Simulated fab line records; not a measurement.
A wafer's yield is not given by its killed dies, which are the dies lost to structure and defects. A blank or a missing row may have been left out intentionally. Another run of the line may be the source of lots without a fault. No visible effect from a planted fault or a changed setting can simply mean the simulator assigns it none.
Which of the tools did it? / flow nand_harc / Sampling: 11 lots, 33 wafers, 6 of 1159 route steps

## WHAT EACH GAUGE READ, for each wafer
NHARC_END_SORT_01. Usual: killed_at_array 27, standard deviation 10; killed_at_other 0.6, standard deviation 1; killed_at_periphery 3.4, standard deviation 2.7; killed_dies 31, standard deviation 9.7; killed_open 3.4, standard deviation 1.7; killed_short 2.2, standard deviation 1.5.
lot=L806; measured=day 20 03:45; on=prober-01; killed_at_array=16 20 17; killed_at_other=1 3 1; killed_at_periphery=10 6 5; killed_dies=27 29 23; killed_open=4 4 2; killed_short=3 3 4; flag=
lot=L809; measured=day 20 10:55; on=prober-02; killed_at_array=22 27 31; killed_at_other=0 0 0; killed_at_periphery=9 9 3; killed_dies=31 36 34; killed_open=4 4 3; killed_short=3 0 2; flag=
lot=L811; measured=day 20 17:53; on=prober-02; killed_at_array=8 17 18; killed_at_other=1 0 0; killed_at_periphery=2 1 5; killed_dies=11 18 23; killed_open=3 3 8; killed_short=0 5 5; flag=
lot=L812; measured=day 21 14:51; on=prober-01; killed_at_array=19 12 13; killed_at_other=3 0 1; killed_at_periphery=4 4 2; killed_dies=26 16 16; killed_open=6 5 2; killed_short=4 2 1; flag=
lot=L819; measured=day 23 13:26; on=prober-01; killed_at_array=675 674 675; killed_at_other=0 0 0; killed_at_periphery=2 3 2; killed_dies=677 677 677; killed_open=1 4 2; killed_short=1 0 2; flag=OFF
lot=L823; measured=day 24 04:32; on=prober-02; killed_at_array=17 25 21; killed_at_other=0 0 1; killed_at_periphery=9 4 9; killed_dies=26 29 31; killed_open=2 5 2; killed_short=6 3 1; flag=
lot=L822; measured=day 24 02:54; on=prober-01; killed_at_array=677 677 677; killed_at_other=0 0 0; killed_at_periphery=0 0 0; killed_dies=677 677 677; killed_open=2 1 6; killed_short=3 1 0; flag=OFF
lot=L824; measured=day 24 12:23; on=prober-01; killed_at_array=30 31 32; killed_at_other=0 0 0; killed_at_periphery=1 1 4; killed_dies=31 32 36; killed_open=3 3 7; killed_short=4 4 2; flag=
lot=L826; measured=day 24 22:47; on=prober-02; killed_at_array=52 49 42; killed_at_other=1 2 1; killed_at_periphery=6 4 6; killed_dies=59 55 49; killed_open=4 6 5; killed_short=1 3 0; flag=
lot=L827; measured=day 24 15:02; on=prober-02; killed_at_array=19 26 27; killed_at_other=0 0 0; killed_at_periphery=7 8 9; killed_dies=26 34 36; killed_open=3 3 6; killed_short=4 2 5; flag=
lot=L825; measured=day 25 02:26; on=prober-01; killed_at_array=16 22 16; killed_at_other=0 0 1; killed_at_periphery=6 6 4; killed_dies=22 28 21; killed_open=3 6 2; killed_short=3 2 1; flag=

## WHICH TOOL RAN EACH LOT (tool, then ch and the chambers of the sampled wafers, then the start)
lot=L806; NHARC_A_CONTACT_CMP_20=cmp-02 ch 1,2,3, day 17 17:33; NHARC_A_BLC_ETCH_16=rie_diel-04 ch 0,1,3, day 17 18:43; NHARC_A_BLC_STRIP_29=rie_diel-09 ch 2,3, day 17 19:41; NHARC_A_BLC_CVD_24=cvd_w-01 ch 0,1, day 17 20:55; NHARC_A_BLC_CMP_25=cmp-02 ch 0,3, day 17 21:14
lot=L809; NHARC_A_CONTACT_CMP_20=cmp-02 ch 0,1,3, day 18 04:44; NHARC_A_BLC_ETCH_16=rie_diel-13 ch 1,2,3, day 18 05:49; NHARC_A_BLC_STRIP_29=rie_diel-13 ch 0,1,2, day 18 06:46; NHARC_A_BLC_CVD_24=cvd_w-01 ch 0,1, day 18 07:49; NHARC_A_BLC_CMP_25=cmp-03 ch 0,1,3, day 18 08:16
lot=L811; NHARC_A_CONTACT_CMP_20=cmp-01 ch 0,2,3, day 18 16:52; NHARC_A_BLC_ETCH_16=rie_diel-04 ch 0,1,2, day 18 17:55; NHARC_A_BLC_STRIP_29=rie_diel-13 ch 0,2,3, day 18 18:52; NHARC_A_BLC_CVD_24=cvd_w-01 ch 0,1, day 18 20:53; NHARC_A_BLC_CMP_25=cmp-03 ch 1,2,3, day 18 21:25
lot=L812; NHARC_A_CONTACT_CMP_20=cmp-04 ch 0,2,3, day 19 16:33; NHARC_A_BLC_ETCH_16=rie_diel-04 ch 0,1,3, day 19 17:44; NHARC_A_BLC_STRIP_29=rie_diel-04 ch 1,2,3, day 19 18:42; NHARC_A_BLC_CVD_24=cvd_w-02 ch 0, day 19 20:58; NHARC_A_BLC_CMP_25=cmp-02 ch 0,2,3, day 19 21:47
lot=L819; NHARC_A_CONTACT_CMP_20=cmp-02 ch 0,1,2, day 21 07:22; NHARC_A_BLC_ETCH_16=rie_diel-13 ch 0,1,2, day 21 08:34; NHARC_A_BLC_STRIP_29=rie_diel-13 ch 0,1,2, day 21 09:32; NHARC_A_BLC_CVD_24=cvd_w-02 ch 0,1, day 21 19:38; NHARC_A_BLC_CMP_25=cmp-03 ch 0,1,3, day 21 20:11
lot=L823; NHARC_A_CONTACT_CMP_20=cmp-04 ch 1,2, day 21 22:02; NHARC_A_BLC_ETCH_16=rie_diel-13 ch 0,2, day 21 23:14; NHARC_A_BLC_STRIP_29=rie_diel-04 ch 1,3, day 22 00:12; NHARC_A_BLC_CVD_24=cvd_w-02 ch 0,1, day 22 01:21; NHARC_A_BLC_CMP_25=cmp-03 ch 0,2,3, day 22 01:44
lot=L822; NHARC_A_CONTACT_CMP_20=cmp-02 ch 1,2,3, day 22 00:23; NHARC_A_BLC_ETCH_16=rie_diel-04 ch 1,2,3, day 22 01:27; NHARC_A_BLC_STRIP_29=rie_diel-13 ch 2,3, day 22 02:34; NHARC_A_BLC_CVD_24=cvd_w-01 ch 0,1, day 22 03:32; NHARC_A_BLC_CMP_25=cmp-04 ch 0,1, day 22 04:07
lot=L824; NHARC_A_CONTACT_CMP_20=cmp-01 ch 2,3, day 22 06:49; NHARC_A_BLC_ETCH_16=rie_diel-13 ch 0,1,3, day 22 08:00; NHARC_A_BLC_STRIP_29=rie_diel-13 ch 0,1, day 22 08:58; NHARC_A_BLC_CVD_24=cvd_w-02 ch 0,1, day 22 11:56; NHARC_A_BLC_CMP_25=cmp-04 ch 0,1,3, day 22 12:22
lot=L826; NHARC_A_CONTACT_CMP_20=cmp-01 ch 0,1,3, day 22 20:05; NHARC_A_BLC_ETCH_16=rie_diel-13 ch 1,2,3, day 22 21:16; NHARC_A_BLC_STRIP_29=rie_diel-09 ch 0,1,2, day 22 22:15; NHARC_A_BLC_CVD_24=cvd_w-02 ch 0,1, day 22 23:18; NHARC_A_BLC_CMP_25=cmp-03 ch 0,2,3, day 22 23:47
lot=L827; NHARC_A_CONTACT_CMP_20=cmp-01 ch 0,2,3, day 22 20:49; NHARC_A_BLC_ETCH_16=rie_diel-04 ch 1,2, day 22 22:02; NHARC_A_BLC_STRIP_29=rie_diel-04 ch 1,2,3, day 22 23:11; NHARC_A_BLC_CVD_24=cvd_w-02 ch 0,1, day 23 01:08; NHARC_A_BLC_CMP_25=cmp-04 ch 0,1,2, day 23 01:40
lot=L825; NHARC_A_CONTACT_CMP_20=cmp-02 ch 0,1,3, day 23 00:50; NHARC_A_BLC_ETCH_16=rie_diel-04 ch 1,3, day 23 02:01; NHARC_A_BLC_STRIP_29=rie_diel-04 ch 1,3, day 23 03:08; NHARC_A_BLC_CVD_24=cvd_w-02 ch 0,1, day 23 04:20; NHARC_A_BLC_CMP_25=cmp-04 ch 2,3, day 23 04:53
- NHARC_A_CONTACT_CMP_20: polishes, t overpolish 30 s, target thk 300 nm.
- NHARC_A_BLC_ETCH_16: etches the open film in CF4, target depth 39 nm, time 65 s.
- NHARC_A_BLC_STRIP_29: strips in CF4.
- NHARC_A_BLC_CVD_24: deposits W, target thk 150 nm, time 434 s.
- NHARC_A_BLC_CMP_25: polishes, t overpolish 30 s, target thk 150 nm.

## WHAT THE TOOLS THEMSELVES READ (means of the sampled wafers that have a number; where no wafer has one, the mark that the record gives instead)
NHARC_A_CONTACT_CMP_20. Usual: motor_current_A 12.6 A, standard deviation 1.1; overpolish_run_s 29.999 s, standard deviation 0.0093; time_to_endpoint_s 60.7 s, standard deviation 2.2.
lot=L806; tool=cmp-02; motor_current_A (A)=12.1; overpolish_run_s (s)=29.999; time_to_endpoint_s (s)=60.7; flag=
lot=L809; tool=cmp-02; motor_current_A (A)=11.9; overpolish_run_s (s)=30.001; time_to_endpoint_s (s)=63.4; flag=
lot=L811; tool=cmp-01; motor_current_A (A)=12.6; overpolish_run_s (s)=29.995; time_to_endpoint_s (s)=62.9; flag=
lot=L812; tool=cmp-04; motor_current_A (A)=12.9; overpolish_run_s (s)=29.999; time_to_endpoint_s (s)=58.6; flag=
lot=L819; tool=cmp-02; motor_current_A (A)=12.0; overpolish_run_s (s)=29.991; time_to_endpoint_s (s)=59.0; flag=
lot=L823; tool=cmp-04; motor_current_A (A)=13.1; overpolish_run_s (s)=30.004; time_to_endpoint_s (s)=60.4; flag=
lot=L822; tool=cmp-02; motor_current_A (A)=12.2; overpolish_run_s (s)=30.005; time_to_endpoint_s (s)=59.2; flag=
lot=L824; tool=cmp-01; motor_current_A (A)=12.7; overpolish_run_s (s)=29.997; time_to_endpoint_s (s)=61.6; flag=
lot=L826; tool=cmp-01; motor_current_A (A)=12.7; overpolish_run_s (s)=29.998; time_to_endpoint_s (s)=59.8; flag=
lot=L827; tool=cmp-01; motor_current_A (A)=12.3; overpolish_run_s (s)=29.997; time_to_endpoint_s (s)=57.9; flag=
lot=L825; tool=cmp-02; motor_current_A (A)=11.5; overpolish_run_s (s)=30.001; time_to_endpoint_s (s)=62.1; flag=

NHARC_A_BLC_ETCH_16. Usual: drypump_motor_current_A 5.6 A, standard deviation 0.41; oes_product_au 0.999 a.u., standard deviation 0.0068; rf_vpp_V 151.3 V, standard deviation 1.2; showerhead_plenum_p_Torr 1.76 Torr, standard deviation 0.063; throttle_valve_pct 13.283 %, standard deviation 0.0086.
lot=L806; tool=rie_diel-04; drypump_motor_current_A (A)=5.4; oes_product_au (a.u.)=0.998; rf_vpp_V (V)=151.4; showerhead_plenum_p_Torr (Torr)=1.73; throttle_valve_pct (%)=13.277; flag=
lot=L809; tool=rie_diel-13; drypump_motor_current_A (A)=5.7; oes_product_au (a.u.)=0.997; rf_vpp_V (V)=150.9; showerhead_plenum_p_Torr (Torr)=1.76; throttle_valve_pct (%)=13.278; flag=
lot=L811; tool=rie_diel-04; drypump_motor_current_A (A)=5.4; oes_product_au (a.u.)=0.992; rf_vpp_V (V)=151.2; showerhead_plenum_p_Torr (Torr)=1.79; throttle_valve_pct (%)=13.291; flag=
lot=L812; tool=rie_diel-04; drypump_motor_current_A (A)=5.5; oes_product_au (a.u.)=1.000; rf_vpp_V (V)=150.6; showerhead_plenum_p_Torr (Torr)=1.73; throttle_valve_pct (%)=13.276; flag=
lot=L819; tool=rie_diel-13; drypump_motor_current_A (A)=5.5; oes_product_au (a.u.)=1.003; rf_vpp_V (V)=152.5; showerhead_plenum_p_Torr (Torr)=1.76; throttle_valve_pct (%)=13.283; flag=
lot=L823; tool=rie_diel-13; drypump_motor_current_A (A)=5.4; oes_product_au (a.u.)=0.990; rf_vpp_V (V)=152.6; showerhead_plenum_p_Torr (Torr)=1.72; throttle_valve_pct (%)=13.284; flag=
lot=L822; tool=rie_diel-04; drypump_motor_current_A (A)=5.7; oes_product_au (a.u.)=1.000; rf_vpp_V (V)=150.5; showerhead_plenum_p_Torr (Torr)=1.75; throttle_valve_pct (%)=13.280; flag=
lot=L824; tool=rie_diel-13; drypump_motor_current_A (A)=5.8; oes_product_au (a.u.)=0.996; rf_vpp_V (V)=152.4; showerhead_plenum_p_Torr (Torr)=1.80; throttle_valve_pct (%)=13.285; flag=
lot=L826; tool=rie_diel-13; drypump_motor_current_A (A)=5.7; oes_product_au (a.u.)=0.997; rf_vpp_V (V)=151.6; showerhead_plenum_p_Torr (Torr)=1.76; throttle_valve_pct (%)=13.279; flag=
lot=L827; tool=rie_diel-04; drypump_motor_current_A (A)=5.7; oes_product_au (a.u.)=0.995; rf_vpp_V (V)=151.0; showerhead_plenum_p_Torr (Torr)=1.81; throttle_valve_pct (%)=13.278; flag=
lot=L825; tool=rie_diel-04; drypump_motor_current_A (A)=5.3; oes_product_au (a.u.)=1.003; rf_vpp_V (V)=150.9; showerhead_plenum_p_Torr (Torr)=1.73; throttle_valve_pct (%)=13.280; flag=

NHARC_A_BLC_STRIP_29. Usual: drypump_motor_current_A 5.6 A, standard deviation 0.42; oes_product_au 0.999 a.u., standard deviation 0.007; rf_vpp_V 59.3 V, standard deviation 0.87; showerhead_plenum_p_Torr 1.76 Torr, standard deviation 0.063; throttle_valve_pct 13.284 %, standard deviation 0.0094.
lot=L806; tool=rie_diel-09; drypump_motor_current_A (A)=5.1; oes_product_au (a.u.)=0.996; rf_vpp_V (V)=58.9; showerhead_plenum_p_Torr (Torr)=1.79; throttle_valve_pct (%)=13.282; flag=
lot=L809; tool=rie_diel-13; drypump_motor_current_A (A)=5.5; oes_product_au (a.u.)=0.996; rf_vpp_V (V)=59.2; showerhead_plenum_p_Torr (Torr)=1.76; throttle_valve_pct (%)=13.297; flag=
lot=L811; tool=rie_diel-13; drypump_motor_current_A (A)=5.6; oes_product_au (a.u.)=1.003; rf_vpp_V (V)=58.7; showerhead_plenum_p_Torr (Torr)=1.77; throttle_valve_pct (%)=13.279; flag=
lot=L812; tool=rie_diel-04; drypump_motor_current_A (A)=5.7; oes_product_au (a.u.)=0.996; rf_vpp_V (V)=58.9; showerhead_plenum_p_Torr (Torr)=1.75; throttle_valve_pct (%)=13.289; flag=
lot=L819; tool=rie_diel-13; drypump_motor_current_A (A)=5.5; oes_product_au (a.u.)=1.001; rf_vpp_V (V)=60.3; showerhead_plenum_p_Torr (Torr)=1.76; throttle_valve_pct (%)=13.286; flag=
lot=L823; tool=rie_diel-04; drypump_motor_current_A (A)=5.7; oes_product_au (a.u.)=1.005; rf_vpp_V (V)=58.4; showerhead_plenum_p_Torr (Torr)=1.69; throttle_valve_pct (%)=13.286; flag=
lot=L822; tool=rie_diel-13; drypump_motor_current_A (A)=5.8; oes_product_au (a.u.)=0.996; rf_vpp_V (V)=59.6; showerhead_plenum_p_Torr (Torr)=1.76; throttle_valve_pct (%)=13.281; flag=
lot=L824; tool=rie_diel-13; drypump_motor_current_A (A)=5.6; oes_product_au (a.u.)=0.994; rf_vpp_V (V)=59.2; showerhead_plenum_p_Torr (Torr)=1.80; throttle_valve_pct (%)=13.282; flag=
lot=L826; tool=rie_diel-09; drypump_motor_current_A (A)=4.9; oes_product_au (a.u.)=0.999; rf_vpp_V (V)=59.1; showerhead_plenum_p_Torr (Torr)=1.73; throttle_valve_pct (%)=13.286; flag=
lot=L827; tool=rie_diel-04; drypump_motor_current_A (A)=5.7; oes_product_au (a.u.)=0.997; rf_vpp_V (V)=59.8; showerhead_plenum_p_Torr (Torr)=1.75; throttle_valve_pct (%)=13.285; flag=
lot=L825; tool=rie_diel-04; drypump_motor_current_A (A)=5.7; oes_product_au (a.u.)=0.997; rf_vpp_V (V)=58.7; showerhead_plenum_p_Torr (Torr)=1.69; throttle_valve_pct (%)=13.279; flag=

NHARC_A_BLC_CVD_24. Usual: chamber_pressure_Torr 40.01 Torr, standard deviation 0.077; heater_power_outer_w 268 W, standard deviation 11; heater_power_w 495 W, standard deviation 22; mfc_wf6_sccm 40.00 sccm, standard deviation 0.12; throttle_valve_pct 7.96 %, standard deviation 0.22.
lot=L806; tool=cvd_w-01; chamber_pressure_Torr (Torr)=40.05; heater_power_outer_w (W)=252; heater_power_w (W)=472; mfc_wf6_sccm (sccm)=40.01; throttle_valve_pct (%)=7.90; flag=
lot=L809; tool=cvd_w-01; chamber_pressure_Torr (Torr)=39.97; heater_power_outer_w (W)=258; heater_power_w (W)=473; mfc_wf6_sccm (sccm)=40.11; throttle_valve_pct (%)=8.04; flag=
lot=L811; tool=cvd_w-01; chamber_pressure_Torr (Torr)=40.07; heater_power_outer_w (W)=255; heater_power_w (W)=483; mfc_wf6_sccm (sccm)=39.95; throttle_valve_pct (%)=8.32; flag=
lot=L812; tool=cvd_w-02; chamber_pressure_Torr (Torr)=40.03; heater_power_outer_w (W)=271; heater_power_w (W)=498; mfc_wf6_sccm (sccm)=39.79; throttle_valve_pct (%)=7.80; flag=
lot=L819; tool=cvd_w-02; chamber_pressure_Torr (Torr)=-; heater_power_outer_w (W)=-; heater_power_w (W)=-; mfc_wf6_sccm (sccm)=-; throttle_valve_pct (%)=-; flag=OFF
lot=L823; tool=cvd_w-02; chamber_pressure_Torr (Torr)=40.00; heater_power_outer_w (W)=277; heater_power_w (W)=517; mfc_wf6_sccm (sccm)=40.03; throttle_valve_pct (%)=7.78; flag=
lot=L822; tool=cvd_w-01; chamber_pressure_Torr (Torr)=-; heater_power_outer_w (W)=-; heater_power_w (W)=-; mfc_wf6_sccm (sccm)=-; throttle_valve_pct (%)=-; flag=OFF
lot=L824; tool=cvd_w-02; chamber_pressure_Torr (Torr)=39.91; heater_power_outer_w (W)=276; heater_power_w (W)=509; mfc_wf6_sccm (sccm)=40.09; throttle_valve_pct (%)=7.94; flag=
lot=L826; tool=cvd_w-02; chamber_pressure_Torr (Torr)=40.01; heater_power_outer_w (W)=275; heater_power_w (W)=513; mfc_wf6_sccm (sccm)=40.05; throttle_valve_pct (%)=8.02; flag=
lot=L827; tool=cvd_w-02; chamber_pressure_Torr (Torr)=40.02; heater_power_outer_w (W)=278; heater_power_w (W)=519; mfc_wf6_sccm (sccm)=39.92; throttle_valve_pct (%)=7.93; flag=
lot=L825; tool=cvd_w-02; chamber_pressure_Torr (Torr)=40.05; heater_power_outer_w (W)=272; heater_power_w (W)=509; mfc_wf6_sccm (sccm)=40.10; throttle_valve_pct (%)=7.81; flag=

NHARC_A_BLC_CMP_25. Usual: motor_current_A 12.8 A, standard deviation 1; overpolish_run_s 30.000 s, standard deviation 0.0096; time_to_endpoint_s 29.9 s, standard deviation 2.
lot=L806; tool=cmp-02; motor_current_A (A)=12.8; overpolish_run_s (s)=29.998; time_to_endpoint_s (s)=28.5; flag=
lot=L809; tool=cmp-03; motor_current_A (A)=12.6; overpolish_run_s (s)=29.992; time_to_endpoint_s (s)=28.7; flag=
lot=L811; tool=cmp-03; motor_current_A (A)=12.7; overpolish_run_s (s)=29.998; time_to_endpoint_s (s)=32.8; flag=
lot=L812; tool=cmp-02; motor_current_A (A)=13.0; overpolish_run_s (s)=29.997; time_to_endpoint_s (s)=29.3; flag=
lot=L819; tool=cmp-03; motor_current_A (A)=12.7; overpolish_run_s (s)=30.012; time_to_endpoint_s (s)=2.4; flag=OFF
lot=L823; tool=cmp-03; motor_current_A (A)=12.3; overpolish_run_s (s)=30.003; time_to_endpoint_s (s)=30.3; flag=
lot=L822; tool=cmp-04; motor_current_A (A)=12.2; overpolish_run_s (s)=30.016; time_to_endpoint_s (s)=0.9; flag=OFF
lot=L824; tool=cmp-04; motor_current_A (A)=12.7; overpolish_run_s (s)=29.994; time_to_endpoint_s (s)=29.8; flag=
lot=L826; tool=cmp-03; motor_current_A (A)=12.2; overpolish_run_s (s)=30.010; time_to_endpoint_s (s)=30.0; flag=
lot=L827; tool=cmp-04; motor_current_A (A)=13.0; overpolish_run_s (s)=29.999; time_to_endpoint_s (s)=30.7; flag=
lot=L825; tool=cmp-04; motor_current_A (A)=13.1; overpolish_run_s (s)=29.991; time_to_endpoint_s (s)=29.2; flag=

## THE ANSWER, worked out from the rows above alone
Rule: lot off if the mean of its wafers having a number is beyond 3 standard deviations from the usual mean. Also off: a lot with no number at a reading for which 4 or more lots have one. All remaining lots with rows at the step are treated as sound. First the gauges in route order, then the tools' own readings, where a lot's mean is used as printed above. At the first step where some lot is off, the reading lying furthest off is the one used; lots without a number count as furthest.
Off at NHARC_END_SORT_01 (killed_dies): L819, L822.
A tool fits if, at a process step before that reading, it ran every lot that is off, and no sound lot after the first of them. Not tried: the gauges at NHARC_END_SORT_01; whatever is off there is also off at NHARC_A_BLC_CVD_24, on other tools, and gauge error can't account for it. Not one of the candidates tried fits.

## WHAT THE SIMULATOR HAD INSERTED
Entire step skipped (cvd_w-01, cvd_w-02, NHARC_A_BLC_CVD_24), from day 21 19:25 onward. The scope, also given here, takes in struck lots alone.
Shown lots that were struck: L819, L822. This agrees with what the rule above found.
